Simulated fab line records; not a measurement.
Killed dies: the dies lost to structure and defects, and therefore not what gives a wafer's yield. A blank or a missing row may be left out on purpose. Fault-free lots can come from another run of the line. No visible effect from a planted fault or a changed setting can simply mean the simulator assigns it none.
fab line records :: flow nandHarc :: part 2 of 2: steps 26 to 34 of 34
record:
  lots: 5
  wafers: 15
  lastDay: 32
route steps=1302 shown P_GATE@121
lots that met no fault: taken from a fault-free run of the same line
startH: hours from the record's opening day to when the first of the lot's shown wafers began :: waitH: how many hours have passed since the lot's step before this one :: " repeats the value in the row above :: L1.1+2: a row that stands for several wafers :: - no value, or no start was given :: * or withheld: withheld :: < > ~ a bound
route shown NAME@n: names a module that has steps shown in the file, with the first one's number in the route :: usual: the fault-free wafers' mean and standard deviation :: same: alike in all rows :: chamber/n: place in a boat :: sites: the reading at each site :: _std_site: the values' standard deviation :: _edge_site: the outer-site mean with the inner-site mean subtracted :: radiusMm: how far each site lies from the wafer's centre :: mask NAME#n: copy n :: behind: the most recent tool/chamber to have shaped the wafer :: hold: why the lot went on hold/how many hours it stayed there/how the hold came to an end :: device: the n, p or np transistor that did not switch :: end of line: the route-end tests of the same wafers :: for a step that has no rows: nothing shown but its recipe :: killed: not the wafer's yield, but the dies lost to structure and defects at the first sort :: map: per-die view of a wafer (x killed, . not killed, _ where there is no die)
set.NAME: the setting the step ran with; set.NAME@STEP: the setting that earlier step ran with :: model.NAME: the simulator's own value behind a step, which no gauge read
lots seen at some steps along the route; tables by step, rows by wafer
services: from which hour (startH, from the record's first day; less than 0 if before it) a tool's chamber was out of use, for how many hours, and why
== steps ==
step: NHARC_P_GATE_HM_OPEN_105
recipe:
  targetDepthA: 3600
  o2FlowSccm: 400
  cosFlowSccm: 20
  arFlowSccm: 0
  rfW: 500
  biasW: 300
  chemistry: O2/COS
usual:
  drypumpMotorCurrentA: 5.6/0.4
  oesProductAu: 0.999/0.01
  rfVppV: 467.3/2.4
  showerheadPlenumPTorr: 3.13/0.11
  throttleValvePct: 28.330/0.009
lot.wafer: L083.1
tool: rieDiel-01
chamber: 0
startH: -
waitH: -
drypumpMotorCurrentA: 4.9
oesProductAu: 1.015
rfHoursCounterH: 8
rfVppV: 465.2
showerheadPlenumPTorr: 3.04
throttleValvePct: 28.318

lot.wafer: L083.4
tool: rieDiel-01
chamber: 1
startH: -
waitH: -
drypumpMotorCurrentA: 5.5
oesProductAu: 1.008
rfHoursCounterH: 7
rfVppV: 468.2
showerheadPlenumPTorr: 3.22
throttleValvePct: 28.333

lot.wafer: L083.5
tool: rieDiel-01
chamber: 1
startH: -
waitH: -
drypumpMotorCurrentA: 5.5
oesProductAu: 1.014
rfHoursCounterH: -
rfVppV: 469.2
showerheadPlenumPTorr: 3.22
throttleValvePct: 28.324

lot.wafer: L085.4
tool: rieDiel-10
chamber: 3
startH: -
waitH: -
drypumpMotorCurrentA: 5.6
oesProductAu: 1.000
rfHoursCounterH: 7
rfVppV: 465.5
showerheadPlenumPTorr: 3.06
throttleValvePct: 28.321

lot.wafer: L085.2
tool: rieDiel-10
chamber: 0
startH: -
waitH: -
drypumpMotorCurrentA: 6.0
oesProductAu: 0.998
rfHoursCounterH: 8
rfVppV: 472.9
showerheadPlenumPTorr: 3.35
throttleValvePct: 28.335

lot.wafer: L085.5
tool: rieDiel-10
chamber: 3
startH: -
waitH: -
drypumpMotorCurrentA: 5.6
oesProductAu: 1.007
rfHoursCounterH: -
rfVppV: 466.2
showerheadPlenumPTorr: 3.06
throttleValvePct: 28.346

lot.wafer: L086.3
tool: rieDiel-10
chamber: 2
startH: -
waitH: -
drypumpMotorCurrentA: 5.8
oesProductAu: 1.015
rfHoursCounterH: 10
rfVppV: 466.3
showerheadPlenumPTorr: 3.16
throttleValvePct: 28.316

lot.wafer: L086.2
tool: rieDiel-10
chamber: 3
startH: -
waitH: -
drypumpMotorCurrentA: 5.6
oesProductAu: 0.989
rfHoursCounterH: 8
rfVppV: 465.1
showerheadPlenumPTorr: 3.06
throttleValvePct: 28.339

lot.wafer: L086.1
tool: rieDiel-10
chamber: 0
startH: -
waitH: -
drypumpMotorCurrentA: 6.0
oesProductAu: 0.987
rfHoursCounterH: 9
rfVppV: 471.9
showerheadPlenumPTorr: 3.35
throttleValvePct: 28.337

lot.wafer: L087.1
tool: rieDiel-01
chamber: 3
startH: -
waitH: -
drypumpMotorCurrentA: 5.1
oesProductAu: 0.997
rfHoursCounterH: 0
rfVppV: 465.2
showerheadPlenumPTorr: 3.01
throttleValvePct: 28.341

lot.wafer: L087.6
tool: rieDiel-01
chamber: 2
startH: -
waitH: -
drypumpMotorCurrentA: 6.0
oesProductAu: 1.001
rfHoursCounterH: -
rfVppV: 466.7
showerheadPlenumPTorr: 3.05
throttleValvePct: 28.339

lot.wafer: L087.5
tool: rieDiel-01
chamber: 3
startH: -
waitH: -
drypumpMotorCurrentA: 5.1
oesProductAu: 0.991
rfHoursCounterH: -
rfVppV: 465.2
showerheadPlenumPTorr: 3.01
throttleValvePct: 28.323

lot.wafer: L095.2
tool: rieDiel-03
chamber: 0
startH: -
waitH: -
drypumpMotorCurrentA: 5.4
oesProductAu: 1.008
rfHoursCounterH: 0
rfVppV: 470.8
showerheadPlenumPTorr: 3.22
throttleValvePct: 28.321

lot.wafer: L095.3
tool: rieDiel-03
chamber: 1
startH: -
waitH: -
drypumpMotorCurrentA: 6.1
oesProductAu: 1.015
rfHoursCounterH: 2
rfVppV: 470.0
showerheadPlenumPTorr: 3.21
throttleValvePct: 28.317

lot.wafer: L095.1
tool: rieDiel-03
chamber: 3
startH: -
waitH: -
drypumpMotorCurrentA: 6.1
oesProductAu: 0.987
rfHoursCounterH: 0
rfVppV: 463.4
showerheadPlenumPTorr: 2.95
throttleValvePct: 28.333
step: NHARC_P_GATE_STRIP_106
recipe:
  o2FlowSccm: 400
  cosFlowSccm: 20
  arFlowSccm: 0
  biasW: 0
  chemistry: O2/COS
lot.wafer: L083.4+1+5
tool: rieDiel-01
chamber: 2,3,2
startH: -
waitH: -

lot.wafer: L085.4+2+5
tool: rieDiel-10
chamber: 0,2,0
startH: -
waitH: -

lot.wafer: L086.1+2+3
tool: rieDiel-10
chamber: 3,0,2
startH: -
waitH: -

lot.wafer: L087.1+5+6
tool: rieDiel-01
chamber: 0,2,3
startH: -
waitH: -

lot.wafer: L095.1+2+3
tool: rieDiel-03
chamber: 0,1,3
startH: -
waitH: -
step: NHARC_P_GATE_ETCH_114
recipe:
  targetDepthA: 300
  overetchA: 30
  timeS: 16.5
  ionEnergyEv: 100
  cf4FlowSccm: 80
  o2FlowSccm: 20
  arFlowSccm: 0
  rfW: 300
  biasW: 100
  chemistry: CF4/O2
usual:
  drypumpMotorCurrentA: 5.5/0.41
  oesProductAu: 0.999/0.011
  rfVppV: 197.9/1.3
  showerheadPlenumPTorr: 1.34/0.049
  throttleValvePct: 13.397/0.0094
lot.wafer: L083.1
tool: rieDiel-01
chamber: 1
startH: -
waitH: -
drypumpMotorCurrentA: 5.5
oesProductAu: 1.005
rfHoursCounterH: 7
rfVppV: 198.2
showerheadPlenumPTorr: 1.38
throttleValvePct: 13.395

lot.wafer: L083.4
tool: rieDiel-01
chamber: 2
startH: -
waitH: -
drypumpMotorCurrentA: 6.0
oesProductAu: 1.009
rfHoursCounterH: 6
rfVppV: 196.8
showerheadPlenumPTorr: 1.30
throttleValvePct: 13.395

lot.wafer: L083.5
tool: rieDiel-01
chamber: 3
startH: -
waitH: -
drypumpMotorCurrentA: 5.1
oesProductAu: 0.985
rfHoursCounterH: -
rfVppV: 197.0
showerheadPlenumPTorr: 1.29
throttleValvePct: 13.400

lot.wafer: L085.4
tool: rieDiel-10
chamber: 0
startH: -
waitH: -
drypumpMotorCurrentA: 6.0
oesProductAu: 0.996
rfHoursCounterH: 8
rfVppV: 199.4
showerheadPlenumPTorr: 1.44
throttleValvePct: 13.395

lot.wafer: L085.2
tool: rieDiel-10
chamber: 2
startH: -
waitH: -
drypumpMotorCurrentA: 5.8
oesProductAu: 1.021
rfHoursCounterH: 9
rfVppV: 197.5
showerheadPlenumPTorr: 1.35
throttleValvePct: 13.394

lot.wafer: L085.5
tool: rieDiel-10
chamber: 0
startH: -
waitH: -
drypumpMotorCurrentA: 6.0
oesProductAu: 0.978
rfHoursCounterH: -
rfVppV: 200.6
showerheadPlenumPTorr: 1.44
throttleValvePct: 13.409

lot.wafer: L086.2
tool: rieDiel-10
chamber: 2
startH: -
waitH: -
drypumpMotorCurrentA: 5.8
oesProductAu: 1.020
rfHoursCounterH: 10
rfVppV: 198.8
showerheadPlenumPTorr: 1.35
throttleValvePct: 13.398

lot.wafer: L086.3
tool: rieDiel-10
chamber: 3
startH: -
waitH: -
drypumpMotorCurrentA: 5.6
oesProductAu: 0.993
rfHoursCounterH: 9
rfVppV: 196.5
showerheadPlenumPTorr: 1.31
throttleValvePct: 13.379

lot.wafer: L086.1
tool: rieDiel-10
chamber: 0
startH: -
waitH: -
drypumpMotorCurrentA: 6.0
oesProductAu: 0.990
rfHoursCounterH: 9
rfVppV: 200.8
showerheadPlenumPTorr: 1.44
throttleValvePct: 13.395

lot.wafer: L087.1
tool: rieDiel-01
chamber: 2
startH: -
waitH: -
drypumpMotorCurrentA: 6.0
oesProductAu: 0.998
rfHoursCounterH: 0
rfVppV: 197.5
showerheadPlenumPTorr: 1.30
throttleValvePct: 13.397

lot.wafer: L087.5
tool: rieDiel-01
chamber: 3
startH: -
waitH: -
drypumpMotorCurrentA: 5.1
oesProductAu: 0.993
rfHoursCounterH: -
rfVppV: 196.1
showerheadPlenumPTorr: 1.29
throttleValvePct: 13.404

lot.wafer: L087.6
tool: rieDiel-01
chamber: 0
startH: -
waitH: -
drypumpMotorCurrentA: 4.9
oesProductAu: 0.998
rfHoursCounterH: -
rfVppV: 197.9
showerheadPlenumPTorr: 1.30
throttleValvePct: 13.393

lot.wafer: L095.2
tool: rieDiel-03
chamber: 2
startH: -
waitH: -
drypumpMotorCurrentA: 4.9
oesProductAu: 0.986
rfHoursCounterH: 2
rfVppV: 197.0
showerheadPlenumPTorr: 1.37
throttleValvePct: 13.384

lot.wafer: L095.3
tool: rieDiel-03
chamber: 3
startH: -
waitH: -
drypumpMotorCurrentA: 6.1
oesProductAu: 1.012
rfHoursCounterH: 0
rfVppV: 195.6
showerheadPlenumPTorr: 1.26
throttleValvePct: 13.398

lot.wafer: L095.1
tool: rieDiel-03
chamber: 1
startH: -
waitH: -
drypumpMotorCurrentA: 6.1
oesProductAu: 1.020
rfHoursCounterH: 2
rfVppV: 197.6
showerheadPlenumPTorr: 1.37
throttleValvePct: 13.381
step: NHARC_P_GATE_ETCH_32
recipe:
  targetDepthA: 1500
  overEtchFrac: 1
  overEtchIonEnergyEv: 40
  timeS: 100.1
  hbrFlowSccm: 150
  cl2FlowSccm: 50
  rfW: 400
  icpW: 400
  biasW: 100
  chemistry: HBr/Cl2
usual:
  drypumpMotorCurrentA: 5.8/0.41
  hbrFlowSccm: 150.0/0.51
  oesProductAu: 1.005/0.0092
  throttleValvePct: 26.407/0.0092
lot.wafer: L083.1
tool: rieSi-02
chamber: 1
startH: 184.14
waitH: -
drypumpMotorCurrentA: 6.1
hbrFlowSccm: 150.4
oesProductAu: 0.997
rfHoursCounterH: 0.5
throttleValvePct: 26.397

lot.wafer: L083.4
tool: rieSi-02
chamber: 3
startH: 184.14
waitH: -
drypumpMotorCurrentA: 5.1
hbrFlowSccm: 149.2
oesProductAu: 0.993
rfHoursCounterH: 0.5
throttleValvePct: 26.396

lot.wafer: L083.5
tool: rieSi-02
chamber: 1
startH: 184.14
waitH: -
drypumpMotorCurrentA: 6.1
hbrFlowSccm: 149.6
oesProductAu: 1.001
rfHoursCounterH: -
throttleValvePct: 26.407

lot.wafer: L085.2
tool: rieSi-06
chamber: 2
startH: 208.36
waitH: -
drypumpMotorCurrentA: 5.6
hbrFlowSccm: 150.0
oesProductAu: 1.006
rfHoursCounterH: 0.8
throttleValvePct: 26.415

lot.wafer: L085.4
tool: rieSi-06
chamber: 1
startH: 208.36
waitH: -
drypumpMotorCurrentA: 6.2
hbrFlowSccm: 149.8
oesProductAu: 0.996
rfHoursCounterH: -
throttleValvePct: 26.400

lot.wafer: L085.5
tool: rieSi-06
chamber: 2
startH: 208.36
waitH: -
drypumpMotorCurrentA: 5.6
hbrFlowSccm: 150.7
oesProductAu: 1.009
rfHoursCounterH: -
throttleValvePct: 26.409

lot.wafer: L086.1
tool: rieSi-06
chamber: 2
startH: 218.37
waitH: -
drypumpMotorCurrentA: 5.6
hbrFlowSccm: 149.2
oesProductAu: 1.013
rfHoursCounterH: 0.9
throttleValvePct: 26.414

lot.wafer: L086.3
tool: rieSi-06
chamber: 3
startH: 218.37
waitH: -
drypumpMotorCurrentA: 5.9
hbrFlowSccm: 150.3
oesProductAu: 1.011
rfHoursCounterH: 0.8
throttleValvePct: 26.419

lot.wafer: L086.2
tool: rieSi-06
chamber: 1
startH: 218.37
waitH: -
drypumpMotorCurrentA: 6.2
hbrFlowSccm: 150.9
oesProductAu: 0.983
rfHoursCounterH: 0.8
throttleValvePct: 26.419

lot.wafer: L087.1
tool: rieSi-04
chamber: 3
startH: 222.21
waitH: -
drypumpMotorCurrentA: 6.2
hbrFlowSccm: 149.3
oesProductAu: 1.018
rfHoursCounterH: 0.3
throttleValvePct: 26.420

lot.wafer: L087.6
tool: rieSi-04
chamber: 0
startH: 222.21
waitH: -
drypumpMotorCurrentA: 6.2
hbrFlowSccm: 149.4
oesProductAu: 1.011
rfHoursCounterH: -
throttleValvePct: 26.418

lot.wafer: L087.5
tool: rieSi-04
chamber: 1
startH: 222.21
waitH: -
drypumpMotorCurrentA: 5.6
hbrFlowSccm: 149.9
oesProductAu: 1.012
rfHoursCounterH: -
throttleValvePct: 26.391

lot.wafer: L095.3
tool: rieSi-06
chamber: 0
startH: 302.57
waitH: -
drypumpMotorCurrentA: 6.2
hbrFlowSccm: 150.4
oesProductAu: 1.008
rfHoursCounterH: 0.2
throttleValvePct: 26.416

lot.wafer: L095.1
tool: rieSi-06
chamber: 1
startH: 302.57
waitH: -
drypumpMotorCurrentA: 6.2
hbrFlowSccm: 149.4
oesProductAu: 0.980
rfHoursCounterH: 0.2
throttleValvePct: 26.409

lot.wafer: L095.2
tool: rieSi-06
chamber: 3
startH: 302.57
waitH: -
drypumpMotorCurrentA: 5.9
hbrFlowSccm: 149.5
oesProductAu: 1.014
rfHoursCounterH: 0.2
throttleValvePct: 26.410
step: NHARC_P_GATE_STRIP_108
recipe:
  o2FlowSccm: 500
  arFlowSccm: 0
  biasW: 0
  chemistry: O2
usual:
  drypumpMotorCurrentA: 5.6/0.42
  oesProductAu: 0.998/0.0095
  rfVppV: 57.8/0.97
  showerheadPlenumPTorr: 3.53/0.12
  throttleValvePct: 17.036/0.009
lot.wafer: L083.1
tool: rieDiel-03
chamber: 0
startH: 184.30
waitH: -
drypumpMotorCurrentA: 5.4
oesProductAu: 0.992
rfHoursCounterH: 3.8
rfVppV: 58.6
showerheadPlenumPTorr: 3.64
throttleValvePct: 17.029

lot.wafer: L083.4
tool: rieDiel-03
chamber: 3
startH: 184.30
waitH: -
drypumpMotorCurrentA: 6.1
oesProductAu: 1.005
rfHoursCounterH: 3.8
rfVppV: 57.5
showerheadPlenumPTorr: 3.34
throttleValvePct: 17.035

lot.wafer: L083.5
tool: rieDiel-03
chamber: 0
startH: 184.30
waitH: -
drypumpMotorCurrentA: 5.4
oesProductAu: 0.992
rfHoursCounterH: -
rfVppV: 58.4
showerheadPlenumPTorr: 3.64
throttleValvePct: 17.037

lot.wafer: L085.4
tool: rieDiel-03
chamber: 3
startH: 208.54
waitH: -
drypumpMotorCurrentA: 6.1
oesProductAu: 1.009
rfHoursCounterH: 5.7
rfVppV: 56.3
showerheadPlenumPTorr: 3.34
throttleValvePct: 17.040

lot.wafer: L085.2
tool: rieDiel-03
chamber: 0
startH: 208.54
waitH: -
drypumpMotorCurrentA: 5.4
oesProductAu: 0.988
rfHoursCounterH: 5.7
rfVppV: 58.3
showerheadPlenumPTorr: 3.64
throttleValvePct: 17.036

lot.wafer: L085.5
tool: rieDiel-03
chamber: 1
startH: 208.54
waitH: -
drypumpMotorCurrentA: 6.1
oesProductAu: 0.991
rfHoursCounterH: -
rfVppV: 59.0
showerheadPlenumPTorr: 3.63
throttleValvePct: 17.033

lot.wafer: L086.2
tool: rieDiel-03
chamber: 1
startH: 218.53
waitH: -
drypumpMotorCurrentA: 6.1
oesProductAu: 0.981
rfHoursCounterH: 7.6
rfVppV: 58.1
showerheadPlenumPTorr: 3.63
throttleValvePct: 17.050

lot.wafer: L086.1
tool: rieDiel-03
chamber: 3
startH: 218.53
waitH: -
drypumpMotorCurrentA: 6.1
oesProductAu: 1.012
rfHoursCounterH: 8.0
rfVppV: 56.1
showerheadPlenumPTorr: 3.34
throttleValvePct: 17.028

lot.wafer: L086.3
tool: rieDiel-03
chamber: 0
startH: 218.53
waitH: -
drypumpMotorCurrentA: 5.4
oesProductAu: 0.988
rfHoursCounterH: 7.8
rfVppV: 58.2
showerheadPlenumPTorr: 3.64
throttleValvePct: 17.025

lot.wafer: L087.1
tool: rieDiel-10
chamber: 0
startH: 222.34
waitH: -
drypumpMotorCurrentA: 6.0
oesProductAu: 0.992
rfHoursCounterH: 9.5
rfVppV: 59.8
showerheadPlenumPTorr: 3.78
throttleValvePct: 17.021

lot.wafer: L087.5
tool: rieDiel-10
chamber: 0
startH: 222.34
waitH: -
drypumpMotorCurrentA: 6.0
oesProductAu: 0.989
rfHoursCounterH: -
rfVppV: 57.9
showerheadPlenumPTorr: 3.78
throttleValvePct: 17.040

lot.wafer: L087.6
tool: rieDiel-10
chamber: 2
startH: 222.34
waitH: -
drypumpMotorCurrentA: 5.8
oesProductAu: 1.006
rfHoursCounterH: -
rfVppV: 57.7
showerheadPlenumPTorr: 3.57
throttleValvePct: 17.040

lot.wafer: L095.3
tool: rieDiel-10
chamber: 2
startH: 302.73
waitH: -
drypumpMotorCurrentA: 5.8
oesProductAu: 1.010
rfHoursCounterH: 3.1
rfVppV: 58.1
showerheadPlenumPTorr: 3.57
throttleValvePct: 17.045

lot.wafer: L095.2
tool: rieDiel-10
chamber: 0
startH: 302.73
waitH: -
drypumpMotorCurrentA: 6.0
oesProductAu: 1.001
rfHoursCounterH: 2.0
rfVppV: 59.4
showerheadPlenumPTorr: 3.78
throttleValvePct: 17.021

lot.wafer: L095.1
tool: rieDiel-10
chamber: 1
startH: 302.73
waitH: -
drypumpMotorCurrentA: 5.6
oesProductAu: 1.002
rfHoursCounterH: 2.2
rfVppV: 58.8
showerheadPlenumPTorr: 3.51
throttleValvePct: 17.042
step: NHARC_P_GATE_CD_MEAS_33
usual:
  cdNm: 120.2/2.3
lot.wafer: L083.1
tool: cdSem-01
chamber: -
startH: 184.47
waitH: -
cdNm: 122.0

lot.wafer: L083.4
tool: cdSem-01
chamber: -
startH: 184.47
waitH: -
cdNm: 116.8

lot.wafer: L083.5
tool: cdSem-01
chamber: -
startH: 184.47
waitH: -
cdNm: 119.7

lot.wafer: L085.2
tool: cdSem-01
chamber: -
startH: 208.68
waitH: -
cdNm: 119.3

lot.wafer: L085.4
tool: cdSem-01
chamber: -
startH: 208.68
waitH: -
cdNm: 116.3

lot.wafer: L085.5
tool: cdSem-01
chamber: -
startH: 208.68
waitH: -
cdNm: 118.2

lot.wafer: L086.1
tool: cdSem-02
chamber: -
startH: 218.70
waitH: -
cdNm: 122.9

lot.wafer: L086.2
tool: cdSem-02
chamber: -
startH: 218.70
waitH: -
cdNm: 117.7

lot.wafer: L086.3
tool: cdSem-02
chamber: -
startH: 218.70
waitH: -
cdNm: 121.0

lot.wafer: L087.1
tool: cdSem-02
chamber: -
startH: 222.52
waitH: 0.2
cdNm: 124.9

lot.wafer: L087.5
tool: cdSem-02
chamber: -
startH: 222.52
waitH: 0.2
cdNm: 123.0

lot.wafer: L087.6
tool: cdSem-02
chamber: -
startH: 222.52
waitH: 0.2
cdNm: 119.0

lot.wafer: L095.1
tool: cdSem-03
chamber: -
startH: 302.91
waitH: -
cdNm: 119.7

lot.wafer: L095.2
tool: cdSem-03
chamber: -
startH: 302.91
waitH: -
cdNm: 121.2

lot.wafer: L095.3
tool: cdSem-03
chamber: -
startH: 302.91
waitH: -
cdNm: 121.4
step: NHARC_P_GATE_STRIP_35
recipe:
  timeS: 600
  tempC: 130
  chemistry: SPM
lot.wafer: L083.4+1+5
tool: wetBench-03
chamber: 4,6,7
startH: 184.56
waitH: 0.1

lot.wafer: L085.4+2+5
tool: wetBench-02
chamber: 6,0,2
startH: 208.77
waitH: 0.1

lot.wafer: L086.3+1+2
tool: wetBench-02
chamber: 0,3,4
startH: 218.79
waitH: 0.1

lot.wafer: L087.1+5+6
tool: wetBench-02
chamber: 3,5,6
startH: 222.63
waitH: 0.1

lot.wafer: L095.1+2+3
tool: wetBench-03
chamber: 3,4,7
startH: 303.00
waitH: 0.1
step: NHARC_P_GATE_PRECLEAN_73
recipe:
  timeS: *
  tempC: 50
  bathAgeMin: 0
  chemistry: SC1
usual:
  diwFlowMLMin: 1416/4.4
lot.wafer: L083.4
tool: wetBench-03
chamber: 4
startH: -
waitH: -
diwFlowMLMin: 1415

lot.wafer: L083.1
tool: wetBench-03
chamber: 6
startH: -
waitH: -
diwFlowMLMin: 1428

lot.wafer: L083.5
tool: wetBench-03
chamber: 7
startH: -
waitH: -
diwFlowMLMin: 1420

lot.wafer: L085.4
tool: wetBench-02
chamber: 6
startH: -
waitH: -
diwFlowMLMin: 1416

lot.wafer: L085.2
tool: wetBench-02
chamber: 0
startH: -
waitH: -
diwFlowMLMin: 1412

lot.wafer: L085.5
tool: wetBench-02
chamber: 2
startH: -
waitH: -
diwFlowMLMin: 1414

lot.wafer: L086.3
tool: wetBench-02
chamber: 0
startH: -
waitH: -
diwFlowMLMin: 1421

lot.wafer: L086.1
tool: wetBench-02
chamber: 3
startH: -
waitH: -
diwFlowMLMin: 1419

lot.wafer: L086.2
tool: wetBench-02
chamber: 4
startH: -
waitH: -
diwFlowMLMin: 1426

lot.wafer: L087.1
tool: wetBench-02
chamber: 3
startH: -
waitH: -
diwFlowMLMin: 1421

lot.wafer: L087.5
tool: wetBench-02
chamber: 5
startH: -
waitH: -
diwFlowMLMin: 1419

lot.wafer: L087.6
tool: wetBench-02
chamber: 6
startH: -
waitH: -
diwFlowMLMin: 1420

lot.wafer: L095.1
tool: wetBench-03
chamber: 3
startH: -
waitH: -
diwFlowMLMin: 1408

lot.wafer: L095.2
tool: wetBench-03
chamber: 4
startH: -
waitH: -
diwFlowMLMin: 1410

lot.wafer: L095.3
tool: wetBench-03
chamber: 7
startH: -
waitH: -
diwFlowMLMin: 1422
step: NHARC_P_GATE_SRD_74
lot.wafer: L083.4+1+5
tool: wetBench-03
chamber: 4,6,7
startH: -
waitH: -

lot.wafer: L085.4+2+5
tool: wetBench-02
chamber: 6,0,2
startH: -
waitH: -

lot.wafer: L086.3+1+2
tool: wetBench-02
chamber: 0,3,4
startH: -
waitH: -

lot.wafer: L087.1+5+6
tool: wetBench-02
chamber: 3,5,6
startH: -
waitH: -

lot.wafer: L095.1+2+3
tool: wetBench-03
chamber: 3,4,7
startH: -
waitH: -
== services ==
tool: lithoTrack-01
chamber: -
startH: 155.00
hours: 7.0
kind: pm

tool: arfiScanner-03
chamber: -
startH: 171.97
hours: 0.2
kind: repair

tool: wetBench-09
chamber: -
startH: 176.80
hours: 8.0
kind: pm

tool: lithoTrack-06
chamber: -
startH: 179.00
hours: 7.0
kind: pm

tool: rieSi-06
chamber: 1
startH: 191.43
hours: 9.8
kind: repair

tool: arfiScanner-03
chamber: -
startH: 196.00
hours: 4.0
kind: pm

tool: rieSi-06
chamber: 0
startH: 196.19
hours: 4.6
kind: repair

tool: pecvd-02
chamber: -
startH: 197.18
hours: 0.3
kind: repair

tool: rieDiel-01
chamber: -
startH: 203.88
hours: 9.0
kind: pm

tool: rieSi-06
chamber: 3
startH: 206.67
hours: 7.6
kind: repair

tool: rieDiel-10
chamber: 1
startH: 208.56
hours: 10.6
kind: repair

tool: wetBench-03
chamber: -
startH: 210.40
hours: 8.0
kind: pm

tool: rieDiel-01
chamber: 0
startH: 216.30
hours: 5.2
kind: repair

tool: rieDiel-10
chamber: 1
startH: 221.55
hours: 2.7
kind: repair

tool: arfiScanner-03
chamber: -
startH: 224.98
hours: 0.4
kind: repair

tool: pecvd-02
chamber: -
startH: 227.18
hours: 13.0
kind: pm

tool: aclDep-02
chamber: -
startH: 229.30
hours: 10.7
kind: repair

tool: rieDiel-10
chamber: -
startH: 242.77
hours: 9.0
kind: pm

tool: wetBench-02
chamber: -
startH: 244.00
hours: 8.0
kind: pm

tool: lithoTrack-07
chamber: -
startH: 251.00
hours: 7.0
kind: pm

tool: rieDiel-03
chamber: -
startH: 281.30
hours: 9.0
kind: pm

tool: rieDiel-03
chamber: 3
startH: 291.79
hours: 10.1
kind: repair

tool: rieDiel-01
chamber: 0
startH: 296.60
hours: 7.8
kind: repair

tool: lithoTrack-05
chamber: -
startH: 299.03
hours: 7.0
kind: pm
